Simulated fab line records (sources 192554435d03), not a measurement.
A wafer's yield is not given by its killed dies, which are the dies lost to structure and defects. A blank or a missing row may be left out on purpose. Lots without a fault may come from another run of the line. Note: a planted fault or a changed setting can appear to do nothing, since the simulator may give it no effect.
fab line records / flow n5_finfet / part 2 of 2: steps 23 to 31 of 31
record lots=5 wafers=15 last_day=18
route steps=1938 shown BEOL_M7@1286
lots with no fault: from the same line, run without faults
start_h: hours from the record's opening day to when the first of the lot's shown wafers began / wait_h: hours from the lot's prior step to this one / " repeats the value in the row above / L1.1+2: a row that stands for several wafers / - no value present, or no start provided / * or withheld: withheld / < > ~ a bound
route shown NAME@n: a module of which the file shows steps, and the number in the route of the first / usual: the fault-free wafers' mean and standard deviation / same: alike in all rows / chamber/n: place in a boat / sites: each site's reading / _std_site: the standard deviation of these / _edge_site: mean of outer sites minus mean of inner sites / radius_mm: for every site, how far away it sits from the centre of the wafer / mask NAME#n: copy n / behind: the tool/chamber that last shaped the wafer / hold: what put the lot on hold/how long, in hours/how the hold closed / device: whichever transistor did not switch (one of n, p or np) / end of line: the route-end tests of the same wafers / a step without rows: its recipe alone / killed: at the first sort, the dies lost to defects and structure; wafer yield is something else / map: a wafer's dies, marking killed ones x, the rest . and places with no die _
set.NAME: the run value of the setting; set.NAME@STEP: its run value at that earlier step / model.NAME: the simulator's own value behind a step, which no gauge read
lots at some steps of the route; a table a step, a row a wafer
services: from which hour (start_h, from the record's first day; less than 0 if before it) a tool's chamber was out of use, for how many hours, and why
## steps
# step N5_BEOL_M7_TRENCH_ETCH_37
# recipe chemistry=C4F6/O2 target_depth_a=934.78 target=SiCOH_lowk time_s=31.2 ion_energy_ev=250 pressure_mtorr=30 source_w=345 bias_w=185 Ar_flow_sccm=300 C4F6_flow_sccm=10 O2_flow_sccm=10
# usual O2_flow_sccm=9.999/0.028 drypump_motor_current_A=5.79/0.3 oes_product_au=0.77/0.076 rf_vpp_V=658/14 showerhead_plenum_p_Torr=2.83/0.12 throttle_valve_pct=20.91/0.22
lot.wafer=L075.1 tool=rie_diel-06 chamber=0 start_h=- wait_h=- O2_flow_sccm=10.016 drypump_motor_current_A=5.90 oes_product_au=0.74 rf_hours_counter_h=154 rf_vpp_V=676 showerhead_plenum_p_Torr=2.98 throttle_valve_pct=21.12
lot.wafer=L075.2 tool=rie_diel-06 chamber=1 start_h=- wait_h=- O2_flow_sccm=10.009 drypump_motor_current_A=6.29 oes_product_au=0.73 rf_hours_counter_h=217 rf_vpp_V=639 showerhead_plenum_p_Torr=2.71 throttle_valve_pct=20.72
lot.wafer=L075.5 tool=rie_diel-06 chamber=3 start_h=- wait_h=- O2_flow_sccm=9.992 drypump_motor_current_A=5.42 oes_product_au=0.82 rf_hours_counter_h=- rf_vpp_V=672 showerhead_plenum_p_Torr=3.02 throttle_valve_pct=21.01
lot.wafer=L076.2 tool=rie_diel-06 chamber=3 start_h=- wait_h=- O2_flow_sccm=10.021 drypump_motor_current_A=5.40 oes_product_au=0.81 rf_hours_counter_h=71 rf_vpp_V=670 showerhead_plenum_p_Torr=3.01 throttle_valve_pct=21.05
lot.wafer=L076.3 tool=rie_diel-06 chamber=2 start_h=- wait_h=- O2_flow_sccm=9.955 drypump_motor_current_A=6.02 oes_product_au=0.73 rf_hours_counter_h=145 rf_vpp_V=641 showerhead_plenum_p_Torr=2.72 throttle_valve_pct=20.92
lot.wafer=L076.4 tool=rie_diel-06 chamber=1 start_h=- wait_h=- O2_flow_sccm=9.935 drypump_motor_current_A=6.28 oes_product_au=0.72 rf_hours_counter_h=232 rf_vpp_V=638 showerhead_plenum_p_Torr=2.70 throttle_valve_pct=20.70
lot.wafer=L083.3 tool=rie_diel-06 chamber=2 start_h=- wait_h=- O2_flow_sccm=9.981 drypump_motor_current_A=6.02 oes_product_au=0.73 rf_hours_counter_h=146 rf_vpp_V=641 showerhead_plenum_p_Torr=2.72 throttle_valve_pct=20.91
lot.wafer=L083.4 tool=rie_diel-06 chamber=1 start_h=- wait_h=- O2_flow_sccm=9.973 drypump_motor_current_A=6.27 oes_product_au=0.73 rf_hours_counter_h=232 rf_vpp_V=638 showerhead_plenum_p_Torr=2.70 throttle_valve_pct=20.73
lot.wafer=L083.6 tool=rie_diel-06 chamber=0 start_h=- wait_h=- O2_flow_sccm=10.009 drypump_motor_current_A=5.90 oes_product_au=0.73 rf_hours_counter_h=- rf_vpp_V=677 showerhead_plenum_p_Torr=2.97 throttle_valve_pct=21.14
lot.wafer=L084.1 tool=rie_diel-06 chamber=1 start_h=- wait_h=- O2_flow_sccm=9.956 drypump_motor_current_A=6.23 oes_product_au=0.70 rf_hours_counter_h=239 rf_vpp_V=640 showerhead_plenum_p_Torr=2.70 throttle_valve_pct=20.73
lot.wafer=L084.3 tool=rie_diel-06 chamber=3 start_h=- wait_h=- O2_flow_sccm=9.988 drypump_motor_current_A=5.39 oes_product_au=0.80 rf_hours_counter_h=79 rf_vpp_V=672 showerhead_plenum_p_Torr=3.00 throttle_valve_pct=21.06
lot.wafer=L084.5 tool=rie_diel-06 chamber=2 start_h=- wait_h=- O2_flow_sccm=9.999 drypump_motor_current_A=6.03 oes_product_au=0.72 rf_hours_counter_h=- rf_vpp_V=641 showerhead_plenum_p_Torr=2.72 throttle_valve_pct=20.94
lot.wafer=L092.1 tool=rie_diel-01 chamber=0 start_h=- wait_h=- O2_flow_sccm=10.025 drypump_motor_current_A=5.66 oes_product_au=0.76 rf_hours_counter_h=125 rf_vpp_V=658 showerhead_plenum_p_Torr=2.76 throttle_valve_pct=20.58
lot.wafer=L092.2 tool=rie_diel-01 chamber=3 start_h=- wait_h=- O2_flow_sccm=10.004 drypump_motor_current_A=5.85 oes_product_au=0.84 rf_hours_counter_h=57 rf_vpp_V=641 showerhead_plenum_p_Torr=2.90 throttle_valve_pct=20.68
lot.wafer=L092.6 tool=rie_diel-01 chamber=0 start_h=- wait_h=- O2_flow_sccm=9.987 drypump_motor_current_A=5.67 oes_product_au=0.77 rf_hours_counter_h=- rf_vpp_V=658 showerhead_plenum_p_Torr=2.76 throttle_valve_pct=20.59
# step N5_BEOL_M7_ETCH_41
# recipe chemistry=CH3F/O2 target=SiCN target_depth_a=319 taper_deg=2 time_s=57.8 ion_energy_ev=120 mask_material=TiN pressure_mtorr=30 source_w=395 bias_w=75 Ar_flow_sccm=150 CH3F_flow_sccm=30 O2_flow_sccm=20
# usual O2_flow_sccm=20.00/0.056 drypump_motor_current_A=5.79/0.3 oes_product_au=0.77/0.075 rf_vpp_V=297.1/1.9 showerhead_plenum_p_Torr=1.99/0.086 throttle_valve_pct=16.31/0.22
lot.wafer=L075.1 tool=rie_diel-06 chamber=0 start_h=- wait_h=- O2_flow_sccm=19.95 drypump_motor_current_A=5.88 oes_product_au=0.74 rf_hours_counter_h=154 rf_vpp_V=299.2 showerhead_plenum_p_Torr=2.09 throttle_valve_pct=16.45
lot.wafer=L075.2 tool=rie_diel-06 chamber=1 start_h=- wait_h=- O2_flow_sccm=19.92 drypump_motor_current_A=6.27 oes_product_au=0.74 rf_hours_counter_h=217 rf_vpp_V=295.6 showerhead_plenum_p_Torr=1.89 throttle_valve_pct=16.13
lot.wafer=L075.5 tool=rie_diel-06 chamber=3 start_h=- wait_h=- O2_flow_sccm=20.06 drypump_motor_current_A=5.43 oes_product_au=0.83 rf_hours_counter_h=- rf_vpp_V=299.5 showerhead_plenum_p_Torr=2.12 throttle_valve_pct=16.32
lot.wafer=L076.2 tool=rie_diel-06 chamber=3 start_h=- wait_h=- O2_flow_sccm=20.06 drypump_motor_current_A=5.41 oes_product_au=0.81 rf_hours_counter_h=71 rf_vpp_V=298.7 showerhead_plenum_p_Torr=2.11 throttle_valve_pct=16.36
lot.wafer=L076.3 tool=rie_diel-06 chamber=2 start_h=- wait_h=- O2_flow_sccm=19.99 drypump_motor_current_A=6.01 oes_product_au=0.73 rf_hours_counter_h=145 rf_vpp_V=296.2 showerhead_plenum_p_Torr=1.91 throttle_valve_pct=16.34
lot.wafer=L076.4 tool=rie_diel-06 chamber=1 start_h=- wait_h=- O2_flow_sccm=19.99 drypump_motor_current_A=6.27 oes_product_au=0.73 rf_hours_counter_h=232 rf_vpp_V=294.8 showerhead_plenum_p_Torr=1.89 throttle_valve_pct=16.16
lot.wafer=L083.3 tool=rie_diel-06 chamber=2 start_h=- wait_h=- O2_flow_sccm=20.07 drypump_motor_current_A=6.02 oes_product_au=0.72 rf_hours_counter_h=146 rf_vpp_V=295.5 showerhead_plenum_p_Torr=1.91 throttle_valve_pct=16.34
lot.wafer=L083.4 tool=rie_diel-06 chamber=1 start_h=- wait_h=- O2_flow_sccm=20.01 drypump_motor_current_A=6.30 oes_product_au=0.72 rf_hours_counter_h=232 rf_vpp_V=294.9 showerhead_plenum_p_Torr=1.89 throttle_valve_pct=16.16
lot.wafer=L083.6 tool=rie_diel-06 chamber=0 start_h=- wait_h=- O2_flow_sccm=20.12 drypump_motor_current_A=5.90 oes_product_au=0.73 rf_hours_counter_h=- rf_vpp_V=298.3 showerhead_plenum_p_Torr=2.09 throttle_valve_pct=16.46
lot.wafer=L084.1 tool=rie_diel-06 chamber=1 start_h=- wait_h=- O2_flow_sccm=20.02 drypump_motor_current_A=6.25 oes_product_au=0.71 rf_hours_counter_h=239 rf_vpp_V=294.2 showerhead_plenum_p_Torr=1.89 throttle_valve_pct=16.17
lot.wafer=L084.3 tool=rie_diel-06 chamber=3 start_h=- wait_h=- O2_flow_sccm=19.95 drypump_motor_current_A=5.42 oes_product_au=0.80 rf_hours_counter_h=79 rf_vpp_V=299.5 showerhead_plenum_p_Torr=2.11 throttle_valve_pct=16.39
lot.wafer=L084.5 tool=rie_diel-06 chamber=2 start_h=- wait_h=- O2_flow_sccm=19.93 drypump_motor_current_A=6.02 oes_product_au=0.74 rf_hours_counter_h=- rf_vpp_V=295.3 showerhead_plenum_p_Torr=1.91 throttle_valve_pct=16.37
lot.wafer=L092.1 tool=rie_diel-01 chamber=0 start_h=- wait_h=- O2_flow_sccm=19.95 drypump_motor_current_A=5.65 oes_product_au=0.76 rf_hours_counter_h=125 rf_vpp_V=295.7 showerhead_plenum_p_Torr=1.94 throttle_valve_pct=16.01
lot.wafer=L092.2 tool=rie_diel-01 chamber=3 start_h=- wait_h=- O2_flow_sccm=19.98 drypump_motor_current_A=5.82 oes_product_au=0.85 rf_hours_counter_h=58 rf_vpp_V=296.8 showerhead_plenum_p_Torr=2.03 throttle_valve_pct=16.00
lot.wafer=L092.6 tool=rie_diel-01 chamber=0 start_h=- wait_h=- O2_flow_sccm=19.94 drypump_motor_current_A=5.65 oes_product_au=0.77 rf_hours_counter_h=- rf_vpp_V=296.1 showerhead_plenum_p_Torr=1.94 throttle_valve_pct=16.02
# step N5_BEOL_M7_STRIP_80
# recipe chemistry=N2/H2 time_s=10 power_w=450 temp_c=40 pressure_mtorr=20 rf_frequency_hz=6e+07 bias_power_w=7 n2_flow_sccm=200 h2_flow_sccm=200
# usual drypump_motor_current_A=5.80/0.3 oes_product_au=0.77/0.076 rf_vpp_V=59.2/0.93 showerhead_plenum_p_Torr=2.52/0.1 throttle_valve_pct=23.6/0.36
lot.wafer=L075.1 tool=rie_diel-06 chamber=0 start_h=- wait_h=- drypump_motor_current_A=5.92 oes_product_au=0.75 rf_hours_counter_h=154 rf_vpp_V=59.5 showerhead_plenum_p_Torr=2.63 throttle_valve_pct=23.9
lot.wafer=L075.2 tool=rie_diel-06 chamber=1 start_h=- wait_h=- drypump_motor_current_A=6.29 oes_product_au=0.73 rf_hours_counter_h=217 rf_vpp_V=59.0 showerhead_plenum_p_Torr=2.42 throttle_valve_pct=23.4
lot.wafer=L075.5 tool=rie_diel-06 chamber=3 start_h=- wait_h=- drypump_motor_current_A=5.43 oes_product_au=0.83 rf_hours_counter_h=- rf_vpp_V=59.3 showerhead_plenum_p_Torr=2.69 throttle_valve_pct=23.6
lot.wafer=L076.2 tool=rie_diel-06 chamber=3 start_h=- wait_h=- drypump_motor_current_A=5.43 oes_product_au=0.81 rf_hours_counter_h=71 rf_vpp_V=60.0 showerhead_plenum_p_Torr=2.68 throttle_valve_pct=23.6
lot.wafer=L076.3 tool=rie_diel-06 chamber=2 start_h=- wait_h=- drypump_motor_current_A=6.01 oes_product_au=0.74 rf_hours_counter_h=145 rf_vpp_V=59.7 showerhead_plenum_p_Torr=2.46 throttle_valve_pct=24.2
lot.wafer=L076.4 tool=rie_diel-06 chamber=1 start_h=- wait_h=- drypump_motor_current_A=6.27 oes_product_au=0.71 rf_hours_counter_h=232 rf_vpp_V=58.2 showerhead_plenum_p_Torr=2.41 throttle_valve_pct=23.5
lot.wafer=L083.3 tool=rie_diel-06 chamber=2 start_h=- wait_h=- drypump_motor_current_A=6.02 oes_product_au=0.76 rf_hours_counter_h=146 rf_vpp_V=59.0 showerhead_plenum_p_Torr=2.46 throttle_valve_pct=24.3
lot.wafer=L083.4 tool=rie_diel-06 chamber=1 start_h=- wait_h=- drypump_motor_current_A=6.28 oes_product_au=0.71 rf_hours_counter_h=232 rf_vpp_V=58.7 showerhead_plenum_p_Torr=2.41 throttle_valve_pct=23.5
lot.wafer=L083.6 tool=rie_diel-06 chamber=0 start_h=- wait_h=- drypump_motor_current_A=5.91 oes_product_au=0.73 rf_hours_counter_h=- rf_vpp_V=59.8 showerhead_plenum_p_Torr=2.62 throttle_valve_pct=23.9
lot.wafer=L084.1 tool=rie_diel-06 chamber=1 start_h=- wait_h=- drypump_motor_current_A=6.26 oes_product_au=0.71 rf_hours_counter_h=239 rf_vpp_V=60.9 showerhead_plenum_p_Torr=2.41 throttle_valve_pct=23.5
lot.wafer=L084.3 tool=rie_diel-06 chamber=3 start_h=- wait_h=- drypump_motor_current_A=5.40 oes_product_au=0.80 rf_hours_counter_h=79 rf_vpp_V=61.1 showerhead_plenum_p_Torr=2.68 throttle_valve_pct=23.6
lot.wafer=L084.5 tool=rie_diel-06 chamber=2 start_h=- wait_h=- drypump_motor_current_A=6.00 oes_product_au=0.74 rf_hours_counter_h=- rf_vpp_V=58.0 showerhead_plenum_p_Torr=2.46 throttle_valve_pct=24.3
lot.wafer=L092.1 tool=rie_diel-01 chamber=0 start_h=- wait_h=- drypump_motor_current_A=5.66 oes_product_au=0.76 rf_hours_counter_h=125 rf_vpp_V=59.1 showerhead_plenum_p_Torr=2.44 throttle_valve_pct=23.1
lot.wafer=L092.2 tool=rie_diel-01 chamber=3 start_h=- wait_h=- drypump_motor_current_A=5.84 oes_product_au=0.83 rf_hours_counter_h=58 rf_vpp_V=59.8 showerhead_plenum_p_Torr=2.54 throttle_valve_pct=23.0
lot.wafer=L092.6 tool=rie_diel-01 chamber=0 start_h=- wait_h=- drypump_motor_current_A=5.68 oes_product_au=0.76 rf_hours_counter_h=- rf_vpp_V=58.5 showerhead_plenum_p_Torr=2.44 throttle_valve_pct=23.1
# step N5_BEOL_M7_OCD_MEAS_38
# usual trench_depth_nm=93.0/1.8
lot.wafer=L075.1 tool=ocd-01 chamber=- start_h=210.26 wait_h=- trench_depth_nm=92.1
lot.wafer=L075.2 tool=ocd-01 chamber=- start_h=210.26 wait_h=- trench_depth_nm=93.0
lot.wafer=L075.5 tool=ocd-01 chamber=- start_h=210.26 wait_h=- trench_depth_nm=92.3
lot.wafer=L076.2 tool=ocd-02 chamber=- start_h=266.56 wait_h=- trench_depth_nm=91.4
lot.wafer=L076.3 tool=ocd-02 chamber=- start_h=266.56 wait_h=- trench_depth_nm=92.5
lot.wafer=L076.4 tool=ocd-02 chamber=- start_h=266.56 wait_h=- trench_depth_nm=92.9
lot.wafer=L083.3 tool=ocd-01 chamber=- start_h=268.25 wait_h=- trench_depth_nm=93.0
lot.wafer=L083.4 tool=ocd-01 chamber=- start_h=268.25 wait_h=- trench_depth_nm=94.8
lot.wafer=L083.6 tool=ocd-01 chamber=- start_h=268.25 wait_h=- trench_depth_nm=92.4
lot.wafer=L084.1 tool=ocd-02 chamber=- start_h=299.89 wait_h=- trench_depth_nm=92.1
lot.wafer=L084.3 tool=ocd-02 chamber=- start_h=299.89 wait_h=- trench_depth_nm=91.2
lot.wafer=L084.5 tool=ocd-02 chamber=- start_h=299.89 wait_h=- trench_depth_nm=91.5
lot.wafer=L092.1 tool=ocd-01 chamber=- start_h=356.35 wait_h=- trench_depth_nm=91.8
lot.wafer=L092.2 tool=ocd-01 chamber=- start_h=356.35 wait_h=- trench_depth_nm=93.8
lot.wafer=L092.6 tool=ocd-01 chamber=- start_h=356.35 wait_h=- trench_depth_nm=91.8
# step N5_BEOL_M7_HM_STRIP_39
# recipe chemistry=peroxide_tin_strip material=TiN target_depth_a=250 temp_c=50 time_s=158
# usual bath_heat_duty_pct=7.0/0.64
lot.wafer=L075.1 tool=wet_bench-05 chamber=1 start_h=210.30 wait_h=0.0 bath_heat_duty_pct=6.2
lot.wafer=L075.2 tool=wet_bench-05 chamber=7 start_h=210.30 wait_h=0.0 bath_heat_duty_pct=6.5
lot.wafer=L075.5 tool=wet_bench-05 chamber=0 start_h=210.30 wait_h=0.0 bath_heat_duty_pct=7.6
lot.wafer=L076.2 tool=wet_bench-05 chamber=0 start_h=266.59 wait_h=0.0 bath_heat_duty_pct=8.0
lot.wafer=L076.3 tool=wet_bench-05 chamber=6 start_h=266.59 wait_h=0.0 bath_heat_duty_pct=7.1
lot.wafer=L076.4 tool=wet_bench-05 chamber=1 start_h=266.59 wait_h=0.0 bath_heat_duty_pct=6.4
lot.wafer=L083.3 tool=wet_bench-02 chamber=2 start_h=268.28 wait_h=0.0 bath_heat_duty_pct=7.1
lot.wafer=L083.4 tool=wet_bench-02 chamber=7 start_h=268.28 wait_h=0.0 bath_heat_duty_pct=6.6
lot.wafer=L083.6 tool=wet_bench-02 chamber=1 start_h=268.28 wait_h=0.0 bath_heat_duty_pct=6.9
lot.wafer=L084.1 tool=wet_bench-05 chamber=4 start_h=299.92 wait_h=0.0 bath_heat_duty_pct=7.7
lot.wafer=L084.3 tool=wet_bench-05 chamber=3 start_h=299.92 wait_h=0.0 bath_heat_duty_pct=7.3
lot.wafer=L084.5 tool=wet_bench-05 chamber=2 start_h=299.92 wait_h=0.0 bath_heat_duty_pct=6.6
lot.wafer=L092.1 tool=wet_bench-02 chamber=5 start_h=356.38 wait_h=0.0 bath_heat_duty_pct=7.1
lot.wafer=L092.2 tool=wet_bench-02 chamber=6 start_h=356.38 wait_h=0.0 bath_heat_duty_pct=7.2
lot.wafer=L092.6 tool=wet_bench-02 chamber=3 start_h=356.38 wait_h=0.0 bath_heat_duty_pct=6.5
# step N5_BEOL_M7_SRD_40
# recipe time_s=30 temp_c=23 rinse_liquid=diw dry=ipa_marangoni
# usual bath_heat_duty_pct=3.7/0.49
lot.wafer=L075.1 tool=wet_bench-05 chamber=1 start_h=210.34 wait_h=0.0 bath_heat_duty_pct=2.0
lot.wafer=L075.2 tool=wet_bench-05 chamber=7 start_h=210.34 wait_h=0.0 bath_heat_duty_pct=4.7
lot.wafer=L075.5 tool=wet_bench-05 chamber=0 start_h=210.34 wait_h=0.0 bath_heat_duty_pct=4.2
lot.wafer=L076.2 tool=wet_bench-05 chamber=0 start_h=266.64 wait_h=0.0 bath_heat_duty_pct=3.9
lot.wafer=L076.3 tool=wet_bench-05 chamber=6 start_h=266.64 wait_h=0.0 bath_heat_duty_pct=4.7
lot.wafer=L076.4 tool=wet_bench-05 chamber=1 start_h=266.64 wait_h=0.0 bath_heat_duty_pct=3.6
lot.wafer=L083.3 tool=wet_bench-02 chamber=2 start_h=268.32 wait_h=0.0 bath_heat_duty_pct=3.2
lot.wafer=L083.4 tool=wet_bench-02 chamber=7 start_h=268.32 wait_h=0.0 bath_heat_duty_pct=3.5
lot.wafer=L083.6 tool=wet_bench-02 chamber=1 start_h=268.32 wait_h=0.0 bath_heat_duty_pct=4.1
lot.wafer=L084.1 tool=wet_bench-05 chamber=4 start_h=299.97 wait_h=0.0 bath_heat_duty_pct=3.0
lot.wafer=L084.3 tool=wet_bench-05 chamber=3 start_h=299.97 wait_h=0.0 bath_heat_duty_pct=3.7
lot.wafer=L084.5 tool=wet_bench-05 chamber=2 start_h=299.97 wait_h=0.0 bath_heat_duty_pct=3.6
lot.wafer=L092.1 tool=wet_bench-02 chamber=5 start_h=356.43 wait_h=0.0 bath_heat_duty_pct=2.8
lot.wafer=L092.2 tool=wet_bench-02 chamber=6 start_h=356.43 wait_h=0.0 bath_heat_duty_pct=3.6
lot.wafer=L092.6 tool=wet_bench-02 chamber=3 start_h=356.43 wait_h=0.0 bath_heat_duty_pct=3.6
# step N5_BEOL_M7_PRECLEAN_42
# recipe chemistry=residue_remover time_s=60 temp_c=40
# usual bath_heat_duty_pct=4.5/0.54
lot.wafer=L075.1 tool=wet_bench-05 chamber=1 start_h=210.36 wait_h=0.0 bath_heat_duty_pct=4.0
lot.wafer=L075.2 tool=wet_bench-05 chamber=7 start_h=210.36 wait_h=0.0 bath_heat_duty_pct=5.1
lot.wafer=L075.5 tool=wet_bench-05 chamber=0 start_h=210.36 wait_h=0.0 bath_heat_duty_pct=4.1
lot.wafer=L076.2 tool=wet_bench-05 chamber=0 start_h=266.66 wait_h=0.0 bath_heat_duty_pct=4.5
lot.wafer=L076.3 tool=wet_bench-05 chamber=6 start_h=266.66 wait_h=0.0 bath_heat_duty_pct=4.6
lot.wafer=L076.4 tool=wet_bench-05 chamber=1 start_h=266.66 wait_h=0.0 bath_heat_duty_pct=3.6
lot.wafer=L083.3 tool=wet_bench-02 chamber=2 start_h=268.34 wait_h=0.0 bath_heat_duty_pct=4.0
lot.wafer=L083.4 tool=wet_bench-02 chamber=7 start_h=268.34 wait_h=0.0 bath_heat_duty_pct=4.9
lot.wafer=L083.6 tool=wet_bench-02 chamber=1 start_h=268.34 wait_h=0.0 bath_heat_duty_pct=4.7
lot.wafer=L084.1 tool=wet_bench-05 chamber=4 start_h=299.99 wait_h=0.0 bath_heat_duty_pct=5.1
lot.wafer=L084.3 tool=wet_bench-05 chamber=3 start_h=299.99 wait_h=0.0 bath_heat_duty_pct=3.9
lot.wafer=L084.5 tool=wet_bench-05 chamber=2 start_h=299.99 wait_h=0.0 bath_heat_duty_pct=4.4
lot.wafer=L092.1 tool=wet_bench-02 chamber=5 start_h=356.45 wait_h=0.0 bath_heat_duty_pct=4.2
lot.wafer=L092.2 tool=wet_bench-02 chamber=6 start_h=356.45 wait_h=0.0 bath_heat_duty_pct=4.0
lot.wafer=L092.6 tool=wet_bench-02 chamber=3 start_h=356.45 wait_h=0.0 bath_heat_duty_pct=5.0
# step N5_BEOL_M7_SRD_43
# recipe time_s=30 temp_c=23 rinse_liquid=diw dry=ipa_marangoni
# usual bath_heat_duty_pct=3.6/0.47
lot.wafer=L075.1 tool=wet_bench-05 chamber=1 start_h=210.38 wait_h=0.0 bath_heat_duty_pct=2.9
lot.wafer=L075.2 tool=wet_bench-05 chamber=7 start_h=210.38 wait_h=0.0 bath_heat_duty_pct=4.0
lot.wafer=L075.5 tool=wet_bench-05 chamber=0 start_h=210.38 wait_h=0.0 bath_heat_duty_pct=4.5
lot.wafer=L076.2 tool=wet_bench-05 chamber=0 start_h=266.67 wait_h=0.0 bath_heat_duty_pct=3.6
lot.wafer=L076.3 tool=wet_bench-05 chamber=6 start_h=266.67 wait_h=0.0 bath_heat_duty_pct=5.2
lot.wafer=L076.4 tool=wet_bench-05 chamber=1 start_h=266.67 wait_h=0.0 bath_heat_duty_pct=3.1
lot.wafer=L083.3 tool=wet_bench-02 chamber=2 start_h=268.36 wait_h=0.0 bath_heat_duty_pct=3.4
lot.wafer=L083.4 tool=wet_bench-02 chamber=7 start_h=268.36 wait_h=0.0 bath_heat_duty_pct=4.2
lot.wafer=L083.6 tool=wet_bench-02 chamber=1 start_h=268.36 wait_h=0.0 bath_heat_duty_pct=3.7
lot.wafer=L084.1 tool=wet_bench-05 chamber=4 start_h=300.01 wait_h=0.0 bath_heat_duty_pct=3.9
lot.wafer=L084.3 tool=wet_bench-05 chamber=3 start_h=300.01 wait_h=0.0 bath_heat_duty_pct=3.9
lot.wafer=L084.5 tool=wet_bench-05 chamber=2 start_h=300.01 wait_h=0.0 bath_heat_duty_pct=2.9
lot.wafer=L092.1 tool=wet_bench-02 chamber=5 start_h=356.46 wait_h=0.0 bath_heat_duty_pct=3.5
lot.wafer=L092.2 tool=wet_bench-02 chamber=6 start_h=356.46 wait_h=0.0 bath_heat_duty_pct=3.1
lot.wafer=L092.6 tool=wet_bench-02 chamber=3 start_h=356.46 wait_h=0.0 bath_heat_duty_pct=3.8
# step N5_BEOL_M7_CD_MEAS_35
# recipe target_cd_nm=40 polarity=opening
# usual cd_nm=40.0/0.72
lot.wafer=L075.1 tool=cd_sem-03 chamber=- start_h=210.41 wait_h=0.0 cd_nm=39.5
lot.wafer=L075.2 tool=cd_sem-03 chamber=- start_h=210.41 wait_h=0.0 cd_nm=39.7
lot.wafer=L075.5 tool=cd_sem-03 chamber=- start_h=210.41 wait_h=0.0 cd_nm=39.2
lot.wafer=L076.2 tool=cd_sem-01 chamber=- start_h=266.71 wait_h=0.0 cd_nm=41.5
lot.wafer=L076.3 tool=cd_sem-01 chamber=- start_h=266.71 wait_h=0.0 cd_nm=40.3
lot.wafer=L076.4 tool=cd_sem-01 chamber=- start_h=266.71 wait_h=0.0 cd_nm=41.1
lot.wafer=L083.3 tool=cd_sem-03 chamber=- start_h=268.40 wait_h=0.0 cd_nm=39.8
lot.wafer=L083.4 tool=cd_sem-03 chamber=- start_h=268.40 wait_h=0.0 cd_nm=38.8
lot.wafer=L083.6 tool=cd_sem-03 chamber=- start_h=268.40 wait_h=0.0 cd_nm=38.8
lot.wafer=L084.1 tool=cd_sem-02 chamber=- start_h=300.05 wait_h=0.0 cd_nm=40.8
lot.wafer=L084.3 tool=cd_sem-02 chamber=- start_h=300.05 wait_h=0.0 cd_nm=39.9
lot.wafer=L084.5 tool=cd_sem-02 chamber=- start_h=300.05 wait_h=0.0 cd_nm=39.2
lot.wafer=L092.1 tool=cd_sem-03 chamber=- start_h=356.50 wait_h=0.0 cd_nm=40.8
lot.wafer=L092.2 tool=cd_sem-03 chamber=- start_h=356.50 wait_h=0.0 cd_nm=40.7
lot.wafer=L092.6 tool=cd_sem-03 chamber=- start_h=356.50 wait_h=0.0 cd_nm=40.3
## services
tool=rie_diel-06 chamber=- start_h=185.73 hours=0.7 kind=repair
tool=euv_scanner-01 chamber=- start_h=185.95 hours=4.6 kind=pm
tool=rie_diel-01 chamber=3 start_h=191.61 hours=6.5 kind=repair
tool=euv_scanner-02 chamber=- start_h=210.43 hours=1.0 kind=pm
tool=euv_scanner-01 chamber=- start_h=215.95 hours=1.4 kind=repair
tool=rie_diel-01 chamber=1 start_h=226.27 hours=14.9 kind=repair
tool=rie_diel-01 chamber=3 start_h=231.16 hours=2.1 kind=repair
tool=euv_scanner-01 chamber=- start_h=232.71 hours=1.1 kind=repair
tool=rie_diel-01 chamber=1 start_h=243.55 hours=4.0 kind=repair
tool=euv_scanner-01 chamber=- start_h=244.47 hours=1.0 kind=pm
tool=euv_scanner-02 chamber=- start_h=250.68 hours=1.5 kind=repair
tool=euv_scanner-02 chamber=- start_h=264.58 hours=4.6 kind=pm
tool=euv_scanner-01 chamber=- start_h=276.18 hours=0.6 kind=repair
tool=euv_scanner-02 chamber=- start_h=284.74 hours=4.4 kind=repair
tool=euv_scanner-01 chamber=- start_h=300.62 hours=1.0 kind=pm
tool=euv_scanner-02 chamber=- start_h=322.73 hours=1.0 kind=pm
tool=rie_diel-06 chamber=1 start_h=338.94 hours=- kind=clean
tool=rie_diel-06 chamber=1 start_h=338.94 hours=- kind=consumable_replace:focus_ring
tool=rie_diel-06 chamber=1 start_h=338.94 hours=- kind=consumable_replace:showerhead
tool=rie_diel-06 chamber=1 start_h=338.94 hours=19.4 kind=scheduled_down
tool=rie_diel-06 chamber=1 start_h=338.94 hours=19.4 kind=vent_cycle
tool=euv_scanner-02 chamber=- start_h=339.38 hours=6.2 kind=repair
tool=wet_bench-05 chamber=- start_h=349.85 hours=1.6 kind=repair
tool=rie_diel-01 chamber=1 start_h=352.91 hours=9.1 kind=repair
